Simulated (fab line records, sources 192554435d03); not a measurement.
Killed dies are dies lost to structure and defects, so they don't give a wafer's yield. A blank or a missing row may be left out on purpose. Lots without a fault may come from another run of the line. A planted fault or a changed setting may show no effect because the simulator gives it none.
fab line records | flow n5_finfet
record lots=12 wafers=35 last_day=18
route steps=1938 shown BEOL_M8@1370 PASSIVATION@1936
lots that met no fault: from a run of the same line without faults
start_h: hours from the record's first day to the start of the lot's first wafer shown | wait_h: hours since the lot's step before | " the same as in the row above | L1.1+2: a row that stands for several wafers | - no value, or no start given | * or withheld: withheld | < > ~ a bound
route shown NAME@n: a module of which the file shows steps, and the number in the route of the first | usual: mean/standard deviation of fault-free wafers | same: alike in all rows | chamber/n: place in a boat | sites: the reading at each site | _std_site: their standard deviation | _edge_site: outer sites' mean less inner sites' | radius_mm: how far each site lies from the wafer's centre | mask NAME#n: copy n | behind: the tool/chamber that last shaped the wafer | hold: why the lot was held/for how many hours/how that ended | device: the transistor (n, p or np) that didn't switch | end of line: the same wafers' tests at the end of the route | a step without rows: its recipe alone | killed: dies lost to structure and defects at the first sort, not the wafer's yield | map: a wafer's dies, x killed, . not, _ none there
set.NAME: the setting as run; set.NAME@STEP: as run at that earlier step | model.NAME: the simulator's own value behind a step, which no gauge read
steps of the route over a sample of lots; a table a step, a row a wafer
services: from which hour (start_h, from the record's first day; less than 0 if before it) a tool's chamber was out of use, for how many hours, and why
## steps
# step N5_BEOL_M8_ETCH_65
# recipe chemistry=CF4 target=SiARC target_depth_a=156 mask_material=CAR-EUV time_s=26 ion_energy_ev=80 pressure_mtorr=40 source_w=545 bias_w=36 Ar_flow_sccm=100 cf4_flow_sccm=100 ends=cleared
# usual drypump_motor_current_A=5.9/0.5 etch_rf_on_time_s=25.9/0.65 oes_product_au=0.67/0.064 rf_fwd_power_W=532.2/2 rf_vpp_V=184.7/1.2 showerhead_plenum_p_Torr=2.18/0.055 throttle_valve_pct=15.56/0.26
# columns lot.wafer tool chamber start_h wait_h drypump_motor_current_A etch_rf_on_time_s oes_product_au rf_fwd_power_W rf_hours_counter_h rf_vpp_V showerhead_plenum_p_Torr throttle_valve_pct
L929.2 rie_diel-06 1 214.40 0.0 6.5 24.8 0.73 532.7 59 187.7 2.26 15.46
L929.5 " 0 " " 6.3 27.2 0.60 530.9 - 184.3 2.20 15.84
L933.1 rie_diel-04 2 240.67 0.0 6.3 25.3 0.68 533.2 111 185.1 2.24 15.64
L933.3 " 0 " " 4.9 25.5 0.73 535.1 68 183.0 2.08 15.75
L933.6 " 0 " " 4.9 25.6 0.74 532.5 - 183.6 2.08 15.73
L935.3 rie_diel-06 3 255.08 0.0 5.0 25.9 0.62 532.6 199 184.5 2.19 15.50
L935.4 " 1 " " 6.5 25.1 0.70 531.8 73 185.9 2.25 15.51
L935.5 " 0 " " 6.4 27.0 0.59 528.9 - 185.6 2.19 15.88
L938.2 rie_diel-04 2 268.48 0.0 6.2 25.7 0.66 531.0 122 184.8 2.23 15.70
L938.3 " 0 " " 4.9 26.1 0.72 534.3 79 182.8 2.08 15.76
L938.4 " 3 " " 6.3 25.6 0.68 532.0 110 184.2 2.15 15.37
L939.1 rie_diel-06 2 280.96 0.0 5.9 26.0 0.76 531.7 37 183.9 2.12 15.41
L939.2 " 1 " " 6.5 24.6 0.70 534.3 85 186.2 2.25 15.53
L939.3 " 3 " " 5.0 25.9 0.61 527.9 210 183.7 2.19 15.52
L943.1 rie_diel-05 3 281.03 0.0 5.9 26.4 0.59 531.3 245 183.1 2.19 15.41
L943.2 " 2 " " 5.4 26.0 0.68 533.3 113 183.8 2.09 15.50
L943.5 " 2 " " 5.4 26.1 0.67 535.5 - 182.6 2.09 15.50
L942.3 rie_diel-06 3 303.27 0.0 5.0 26.1 0.61 531.0 221 183.1 2.19 15.54
L942.4 " 1 " " 6.5 24.5 0.68 532.3 96 184.7 2.25 15.53
L942.5 " 1 " " 6.5 24.4 0.69 531.7 - 186.0 2.25 15.55
L944.1 rie_diel-05 0 303.34 0.0 6.2 26.4 0.70 533.3 81 184.4 2.24 15.33
L944.4 " 0 " " 6.2 26.4 0.70 535.4 - 185.4 2.24 15.34
L944.6 " 1 " " 5.8 25.9 0.60 530.7 - 185.4 2.21 16.07
L948.3 rie_diel-05 1 333.12 0.0 5.8 25.5 0.61 531.8 208 184.4 2.20 16.12
L948.4 " 3 " " 5.9 25.2 0.80 531.4 8 183.7 2.18 14.99
L948.5 " 2 " " 5.5 25.3 0.67 536.1 - 183.7 2.09 15.52
L951.1 rie_diel-05 1 334.31 0.0 5.9 25.5 0.61 530.1 208 184.7 2.21 16.11
L951.2 " 3 " " 5.9 25.6 0.81 534.0 8 185.2 2.18 14.99
L951.6 " 0 " " 6.2 26.7 0.67 534.4 - 184.8 2.24 15.35
L950.1 rie_diel-04 2 350.70 0.0 6.3 25.5 0.64 531.8 152 185.3 2.22 15.73
L950.2 " 3 " " 6.3 25.6 0.66 535.2 139 184.1 2.14 15.41
L950.5 " 3 " " 6.2 25.6 0.66 534.9 - 185.5 2.14 15.41
L952.1 rie_diel-04 1 355.26 0.0 5.8 26.9 0.75 534.5 37 184.4 2.19 15.25
L952.3 " 0 " " 5.0 25.9 0.69 530.9 108 182.2 2.07 15.81
L952.5 " 2 " " 6.3 26.1 0.64 533.5 - 184.0 2.22 15.73
# step N5_BEOL_M8_CD_MEAS_35
# recipe target_cd_nm=40 polarity=opening
# usual cd_nm=39.6/0.95
# columns lot.wafer tool chamber start_h wait_h cd_nm
L929.2 cd_sem-03 - 214.94 0.0 39.7
L929.5 " - " " 38.8
L933.1 cd_sem-03 - 241.21 0.0 38.4
L933.3 " - " " 37.9
L933.6 " - " " 39.3
L935.3 cd_sem-02 - 255.63 0.0 39.2
L935.4 " - " " 39.4
L935.5 " - " " 40.3
L938.2 cd_sem-02 - 269.02 0.0 40.0
L938.3 " - " " 41.0
L938.4 " - " " 39.3
L939.1 cd_sem-03 - 281.49 0.0 39.0
L939.2 " - " " 38.2
L939.3 " - " " 39.2
L943.1 cd_sem-01 - 281.56 0.0 39.7
L943.2 " - " " 39.2
L943.5 " - " " 38.9
L942.3 cd_sem-02 - 303.81 0.0 40.0
L942.4 " - " " 39.6
L942.5 " - " " 40.4
L944.1 cd_sem-03 - 304.04 0.0 39.0
L944.4 " - " " 38.2
L944.6 " - " " 38.6
L948.3 cd_sem-03 - 333.66 0.0 39.6
L948.4 " - " " 40.1
L948.5 " - " " 39.7
L951.1 cd_sem-02 - 334.86 0.0 39.8
L951.2 " - " " 37.8
L951.6 " - " " 39.2
L950.1 cd_sem-01 - 351.23 0.0 40.0
L950.2 " - " " 41.4
L950.5 " - " " 39.7
L952.1 cd_sem-01 - 355.79 0.0 40.5
L952.3 " - " " 41.2
L952.5 " - " " 40.4
# step N5_BEOL_M8_SURFACE_TREAT_79
# recipe gas=Ar time_s=* ion_energy_ev=* ion_current_ma_cm2=0.5 pressure_mtorr=* ar_flow_sccm=30
# usual throttle_valve_pct=*
# columns lot.wafer tool chamber start_h wait_h throttle_valve_pct
L929.2 pvd_sputter-01 - 215.94 0.2 *
L929.5 " - " " *
L933.1 pvd_sputter-03 - 242.04 0.2 *
L933.3 " - " " *
L933.6 " - " " *
L935.3 pvd_sputter-02 - 257.14 0.3 *
L935.4 " - " " *
L935.5 " - " " *
L938.2 pvd_sputter-03 - 269.82 0.2 *
L938.3 " - " " *
L938.4 " - " " *
L939.1 pvd_sputter-03 - 282.54 0.2 *
L939.2 " - " " *
L939.3 " - " " *
L943.1 pvd_sputter-01 - 282.56 0.2 *
L943.2 " - " " *
L943.5 " - " " *
L942.3 pvd_sputter-01 - 307.15 2.3 *
L942.4 " - " " *
L942.5 " - " " *
L944.1 pvd_sputter-01 - 307.81 0.2 *
L944.4 " - " " *
L944.6 " - " " *
L948.3 pvd_sputter-03 - 335.67 0.4 *
L948.4 " - " " *
L948.5 " - " " *
L951.1 pvd_sputter-01 - 335.71 0.2 *
L951.2 " - " " *
L951.6 " - " " *
L950.1 pvd_sputter-03 - 352.59 0.2 *
L950.2 " - " " *
L950.5 " - " " *
L952.1 pvd_sputter-01 - 357.15 0.2 *
L952.3 " - " " *
L952.5 " - " " *
# step N5_BEOL_M8_PRE_CLEAN_55
# recipe gas=NH3 time_s=15 temp_c=withheld rf_power_w=300
# usual rf_fwd_power_W=294.9/1.5
# columns lot.wafer tool chamber start_h wait_h rf_fwd_power_W
L929.2 pecvd-02 0 217.21 0.0 295.0
L929.5 " 0 " " 295.1
L933.1 pecvd-01 2 243.72 0.0 322.6
L933.3 " 1 " " 325.7
L933.6 " 2 " " 321.7
L935.3 pecvd-02 2 258.86 0.0 296.6
L935.4 " 0 " " 293.5
L935.5 " 1 " " 297.1
L938.2 pecvd-01 2 271.18 0.0 322.8
L938.3 " 0 " " 323.3
L938.4 " 1 " " 324.7
L943.1 pecvd-03 2 284.02 0.0 294.6
L943.2 " 0 " " 296.8
L943.5 " 2 " " 294.3
L939.1 pecvd-02 2 284.07 0.0 296.0
L939.2 " 1 " " 297.0
L939.3 " 0 " " 296.5
L942.3 pecvd-02 1 308.38 0.0 296.3
L942.4 " 0 " " 293.5
L942.5 " 1 " " 295.4
L944.1 pecvd-03 2 308.89 0.0 293.9
L944.4 " 1 " " 295.4
L944.6 " 2 " " 294.3
L948.3 pecvd-01 0 336.84 0.0 292.7
L948.4 " 1 " " 294.8
L948.5 " 2 " " 292.3
L951.1 pecvd-02 2 337.12 0.0 294.1
L951.2 " 1 " " 295.8
L951.6 " 2 " " 294.8
L950.1 pecvd-03 1 353.98 0.0 295.3
L950.2 " 0 " " 297.5
L950.5 " 0 " " 296.5
L952.1 pecvd-03 2 360.04 0.0 292.9
L952.3 " 1 " " 297.8
L952.5 " 0 " " 296.8
# step N5_PASSIVATION_PROBE_49
# usual defect_limited_yield=91.3/1.4 killed_at_M0_to_M3=33/9.9 killed_at_M4_up=15/5.6 killed_at_contacts=13/5.7 killed_at_front_end=38/12 killed_at_other=4/3.1 killed_dies=103/17 killed_open=66/13 killed_short=32/7.8 sort_bin_4_leakage=0.02/0.16 sort_bin_5_function=5.1/0.95 sort_bin_6_memory=3.2/0.68 sort_bin_8_speed=0.02/0.22 sort_n_pass=1077/17 sort_yield_pct=91.3/1.5
# same gross_dies=1180 killed_at_back_side=0
# columns lot.wafer tool chamber start_h wait_h defect_limited_yield[%] killed_at_M0_to_M3 killed_at_M4_up killed_at_contacts killed_at_front_end killed_at_other killed_dies killed_open killed_short sort_bin_4_leakage[%] sort_bin_5_function[%] sort_bin_6_memory[%] sort_bin_8_speed[%] sort_n_pass sort_yield_pct[%]
L933.3 prober-01 - 305.43 0.1 88.6 34 6 35 55 5 135 87 33 0 6.3 3.9 0 1045 88.6
L938.2 prober-01 - 340.37 0.1 92.8 37 11 10 27 0 85 59 26 0 4.4 2.8 0 1095 92.8
L938.3 prober-01 - 340.42 0.1 90.4 47 16 12 32 6 113 61 48 0 5.0 3.9 0 1067 90.4
L938.4 prober-01 - 340.47 0.2 90.1 46 17 14 40 0 117 68 41 0 5.8 3.7 0 1063 90.1
L943.1 prober-01 - 350.34 0.0 89.2 49 18 14 41 6 128 86 40 0 6.1 4.4 0 1052 89.2
L943.2 prober-01 - 350.39 0.1 92.0 43 5 17 29 0 94 63 23 0 4.1 3.1 0 1086 92.0
L943.5 prober-01 - 350.54 0.2 92.5 40 10 11 23 4 88 58 28 0 4.7 2.5 0 1092 92.5
L939.1 prober-02 - 354.93 0.0 90.3 38 10 16 47 4 115 86 29 0 6.0 3.6 0 1065 90.3
L939.2 prober-02 - 354.98 0.1 92.3 28 10 20 30 3 91 61 23 0 4.6 2.8 0 1089 92.3
L939.3 prober-02 - 355.03 0.1 91.6 29 10 9 51 0 99 71 27 0 5.3 2.8 0 1081 91.6
L944.1 prober-01 - 371.55 0.0 92.2 33 16 13 28 2 92 63 26 0 5.0 2.5 0 1088 92.2
L944.4 prober-01 - 371.70 0.2 93.1 27 12 4 38 0 81 56 21 0 4.0 2.5 0 1099 93.1
L944.6 prober-01 - 371.80 0.3 91.2 36 10 3 53 2 104 71 32 0 5.1 3.6 0 1076 91.2
L942.3 prober-02 - 371.69 0.1 90.8 25 6 22 55 1 109 80 27 0 5.3 3.6 0 1071 90.8
L942.4 prober-02 - 371.74 0.2 89.9 42 12 11 53 1 119 77 41 0 6.4 3.4 0 1061 89.9
L942.5 prober-02 - 371.79 0.2 90.9 24 12 21 48 2 107 73 32 0 5.3 3.1 0 1073 90.9
L948.3 prober-01 - 408.24 0.1 90.8 27 15 10 55 2 109 71 30 0 4.8 3.9 0 1071 90.8
L948.4 prober-01 - 408.29 0.2 88.1 40 22 7 67 5 141 93 42 0 7.0 4.3 0 1039 88.1
L948.5 prober-01 - 408.34 0.2 91.1 28 19 4 49 5 105 67 35 0 5.9 2.9 0 1075 91.1
L952.1 prober-02 - 432.52 0.0 93.1 15 18 10 38 0 81 52 22 0 4.7 1.9 0 1099 93.1
L952.3 prober-02 - 432.62 0.1 91.5 38 15 7 37 3 100 61 34 0 5.3 2.9 0 1080 91.5
L952.5 prober-02 - 432.72 0.2 90.1 26 17 18 53 3 117 67 44 0 6.0 3.7 0 1063 90.1
# killed by level:class
L933.3 MOL_CONTACT_COAG:geometric_particle:open=28 STI_FIN_REVEAL:geometric_particle:open=12 HKMG_FIN:area_etch=12 BEOL_M0_SAQP:geometric_particle:open=9 BEOL_M1:geometric_particle:open=8 MOL_CONTACT_COAG:geometric_particle:short=7 BEOL_M0_SAQP:geometric_particle:short=7 FIN_SAQP:geometric_particle:open=6
L938.2 MOL_CONTACT_COAG:geometric_particle:open=9 BEOL_M2:geometric_particle:open=8 BEOL_M0:geometric_particle:open=7 BEOL_M4:geometric_particle:open=7 STI_FIN_REVEAL:geometric_particle:open=6 FIN_SAQP:geometric_particle:short=5 BEOL_M0:geometric_particle:short=5 BEOL_M2:geometric_particle:short=4
L938.3 BEOL_M3:geometric_particle:open=10 FIN_SAQP:geometric_particle:short=9 MOL_CONTACT_COAG:geometric_particle:open=8 BEOL_M2:geometric_particle:open=8 BEOL_M0_SAQP:geometric_particle:short=7 BEOL_M2:geometric_particle:short=7 STI_FIN_REVEAL:geometric_particle:open=6 DUMMY_GATE:geometric_particle:open=5
L938.4 FIN_SAQP:geometric_particle:short=19 BEOL_M0_SAQP:geometric_particle:open=11 BEOL_M4:geometric_particle:open=10 BEOL_M0_SAQP:geometric_particle:short=9 FIN_SAQP:geometric_particle:open=8 MOL_CONTACT_COAG:geometric_particle:open=8 BEOL_M2:geometric_particle:open=6 BEOL_M3:geometric_particle:open=6
L943.1 MOL_CONTACT_COAG:geometric_particle:open=14 BEOL_M0_SAQP:geometric_particle:open=13 BEOL_M0_SAQP:geometric_particle:short=11 FIN_SAQP:geometric_particle:open=9 BEOL_M4:geometric_particle:open=9 FIN_SAQP:geometric_particle:short=8 STI_FIN_REVEAL:geometric_particle:open=7 BEOL_M2:geometric_particle:open=7
L943.2 MOL_CONTACT_COAG:geometric_particle:open=14 BEOL_M0_SAQP:geometric_particle:open=14 BEOL_M0_SAQP:geometric_particle:short=8 BEOL_M3:geometric_particle:open=8 HKMG_FIN:area_etch=8 DUMMY_GATE:geometric_particle:open=5 STI_FIN_REVEAL:geometric_particle:open=4 STARTING-WAFER:geometric_particle:open=4
L943.5 BEOL_M3:geometric_particle:open=13 BEOL_M0_SAQP:geometric_particle:short=9 BEOL_M2:geometric_particle:open=9 MOL_CONTACT_COAG:geometric_particle:open=8 FIN_SAQP:geometric_particle:open=5 STARTING-WAFER:geometric_particle:open=5 BEOL_M4:geometric_particle:short=4 STI_FIN_REVEAL:geometric_particle:open=3
L939.1 STI_FIN_REVEAL:geometric_particle:open=27 MOL_CONTACT_COAG:geometric_particle:open=14 BEOL_M0_SAQP:geometric_particle:short=14 BEOL_M0_SAQP:geometric_particle:open=13 FIN_SAQP:geometric_particle:open=5 STI_FIN_REVEAL:geometric_particle:short=5 BEOL_M1:geometric_particle:open=4 BEOL_M2:geometric_particle:open=4
L939.2 MOL_CONTACT_COAG:geometric_particle:open=15 BEOL_M2:geometric_particle:open=8 FIN_SAQP:geometric_particle:open=7 BEOL_M3:geometric_particle:open=7 STI_FIN_REVEAL:geometric_particle:open=5 MOL_CONTACT_COAG:geometric_particle:short=5 BEOL_M0_SAQP:geometric_particle:open=5 BEOL_M0_SAQP:geometric_particle:short=4
L939.3 STI_FIN_REVEAL:geometric_particle:open=19 FIN_SAQP:geometric_particle:open=8 MOL_CONTACT_COAG:geometric_particle:open=7 BEOL_M0_SAQP:geometric_particle:open=7 BEOL_M1:geometric_particle:open=6 BEOL_M2:geometric_particle:open=6 FIN_SAQP:geometric_particle:short=5 DUMMY_GATE:geometric_particle:open=5
L944.1 MOL_CONTACT_COAG:geometric_particle:open=11 BEOL_M4:geometric_particle:open=10 STI_FIN_REVEAL:geometric_particle:open=8 BEOL_M1:geometric_particle:open=8 FIN_SAQP:geometric_particle:open=6 BEOL_M0_SAQP:geometric_particle:short=5 BEOL_M2:geometric_particle:open=5 BEOL_M3:geometric_particle:short=4
L942.3 STI_FIN_REVEAL:geometric_particle:open=17 FIN_SAQP:geometric_particle:open=16 MOL_CONTACT_COAG:geometric_particle:open=16 BEOL_M0_SAQP:geometric_particle:short=7 BEOL_M2:geometric_particle:open=6 MOL_CONTACT_COAG:geometric_particle:short=5 BEOL_M0_SAQP:geometric_particle:open=4 STARTING-WAFER:geometric_particle:open=4
L944.4 FIN_SAQP:geometric_particle:open=10 BEOL_M1:geometric_particle:open=10 FIN_SAQP:geometric_particle:short=6 BEOL_M0_SAQP:geometric_particle:open=5 BEOL_M4:geometric_particle:open=5 BEOL_M0_SAQP:geometric_particle:short=4 BEOL_M3:geometric_particle:open=4 STI_FIN_REVEAL:geometric_particle:open=3
L942.4 BEOL_M1:geometric_particle:open=14 BEOL_M0_SAQP:geometric_particle:short=13 MOL_CONTACT_COAG:geometric_particle:open=10 FIN_SAQP:geometric_particle:open=7 STI_FIN_REVEAL:geometric_particle:open=7 ILD0:geometric_particle:open=7 GATE_CUT:geometric_particle:short=7 BEOL_M4:geometric_particle:open=6
L942.5 STI_FIN_REVEAL:geometric_particle:open=15 MOL_CONTACT_COAG:geometric_particle:open=15 FIN_SAQP:geometric_particle:open=10 BEOL_M0_SAQP:geometric_particle:open=8 FIN_SAQP:geometric_particle:short=7 BEOL_M0_SAQP:geometric_particle:short=7 STARTING-WAFER:geometric_particle:short=6 MOL_CONTACT_COAG:geometric_particle:short=5
L944.6 STI_FIN_REVEAL:geometric_particle:open=18 FIN_SAQP:geometric_particle:open=10 BEOL_M1:geometric_particle:open=10 BEOL_M3:geometric_particle:open=7 GATE_CUT:geometric_particle:open=5 BEOL_M0_SAQP:geometric_particle:open=5 BEOL_M0_SAQP:geometric_particle:short=5 FIN_SAQP:geometric_particle:short=3
L948.3 FIN_SAQP:geometric_particle:open=12 BEOL_M1:geometric_particle:open=10 STI_FIN_REVEAL:geometric_particle:open=9 BEOL_M4:geometric_particle:open=8 FIN_SAQP:geometric_particle:short=7 MOL_CONTACT_COAG:geometric_particle:open=7 DUMMY_GATE:geometric_particle:open=6 BEOL_M0_SAQP:geometric_particle:short=6
L948.4 FIN_SAQP:geometric_particle:open=26 BEOL_M0_SAQP:geometric_particle:short=11 BEOL_M5:geometric_particle:open=10 BEOL_M1:geometric_particle:open=8 BEOL_M3:geometric_particle:open=7 BEOL_M4:geometric_particle:open=7 FIN_SAQP:geometric_particle:short=6 STI_FIN_REVEAL:geometric_particle:open=6
L948.5 FIN_SAQP:geometric_particle:open=20 BEOL_M2:geometric_particle:open=10 FIN_SAQP:geometric_particle:short=8 BEOL_M0_SAQP:geometric_particle:short=6 BEOL_M1:geometric_particle:open=6 STI_FIN_REVEAL:geometric_particle:short=5 BEOL_M4:geometric_particle:open=5 MOL_CONTACT_COAG:geometric_particle:open=3
L952.1 FIN_SAQP:geometric_particle:open=12 BEOL_M0_SAQP:geometric_particle:open=7 BEOL_M4:geometric_particle:open=7 MOL_CONTACT_COAG:geometric_particle:open=6 BEOL_M5:geometric_particle:open=6 FIN_SAQP:geometric_particle:short=5 STI_FIN_REVEAL:geometric_particle:open=5 DUMMY_GATE:geometric_particle:open=5
L952.3 BEOL_M0_SAQP:geometric_particle:open=12 BEOL_M0_SAQP:geometric_particle:short=9 FIN_SAQP:geometric_particle:short=8 STI_FIN_REVEAL:geometric_particle:open=7 MOL_CONTACT_COAG:geometric_particle:open=7 DUMMY_GATE:geometric_particle:open=6 BEOL_M1:geometric_particle:open=6 FIN_SAQP:geometric_particle:open=5
L952.5 FIN_SAQP:geometric_particle:open=15 FIN_SAQP:geometric_particle:short=11 MOL_CONTACT_COAG:geometric_particle:open=10 STI_FIN_REVEAL:geometric_particle:open=8 BEOL_M0:geometric_particle:open=8 MOL_CONTACT_COAG:geometric_particle:short=7 BEOL_M4:geometric_particle:short=6 STARTING-WAFER:geometric_particle:short=6
## services
# columns tool chamber start_h hours kind
pecvd-03 1 190.69 5.5 scheduled_down
pecvd-02 2 202.38 - clean
pecvd-02 2 202.38 - consumable_replace:showerhead
pecvd-02 2 202.38 29.0 scheduled_down
pecvd-02 2 202.38 29.0 vent_cycle
pecvd-01 - 216.10 0.8 repair
pvd_sputter-03 - 216.20 4.0 repair
rie_diel-04 1 235.11 - clean
rie_diel-04 1 235.11 - consumable_replace:focus_ring
rie_diel-04 1 235.11 19.4 scheduled_down
rie_diel-04 1 235.11 19.4 vent_cycle
rie_diel-06 0 268.22 15.3 repair
pecvd-01 2 272.76 7.5 repair
pecvd-03 1 281.86 19.3 repair
rie_diel-06 2 293.88 4.3 repair
rie_diel-05 3 296.99 - clean
rie_diel-05 3 296.99 - consumable_replace:focus_ring
rie_diel-05 3 296.99 14.1 scheduled_down
rie_diel-05 3 296.99 14.1 vent_cycle
rie_diel-05 2 297.03 9.6 repair
rie_diel-06 2 304.45 10.4 repair
pecvd-01 - 316.00 14.6 pm
rie_diel-06 0 336.64 - clean
rie_diel-06 0 336.64 - consumable_replace:focus_ring
## key
first_sign step=N5_BEOL_M8_PRE_CLEAN_55 reading=rf_fwd_power_W direction=up sigmas=19 usual=* struck=*
effect none on later readings
met_at N5_BEOL_M8_PRE_CLEAN_55
struck_lots L933,L938
baseline_loss step=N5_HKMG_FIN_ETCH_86 wafers=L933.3
not_acting_at N5_BEOL_M8_ETCH_65,N5_BEOL_M8_CD_MEAS_35,N5_BEOL_M8_SURFACE_TREAT_79
fault kind=process_parameter_drift tool=pecvd-01 chamber=- onset_h=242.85 steps=N5_BEOL_M8_PRE_CLEAN_55 channel=rf_power_w offset=* shape=step end_h=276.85 acts_in=* stated=*
# baseline_loss: these wafers lose ten dies or more at that step, a loss of the line's own and not of a fault; the sort's usual values leave them out
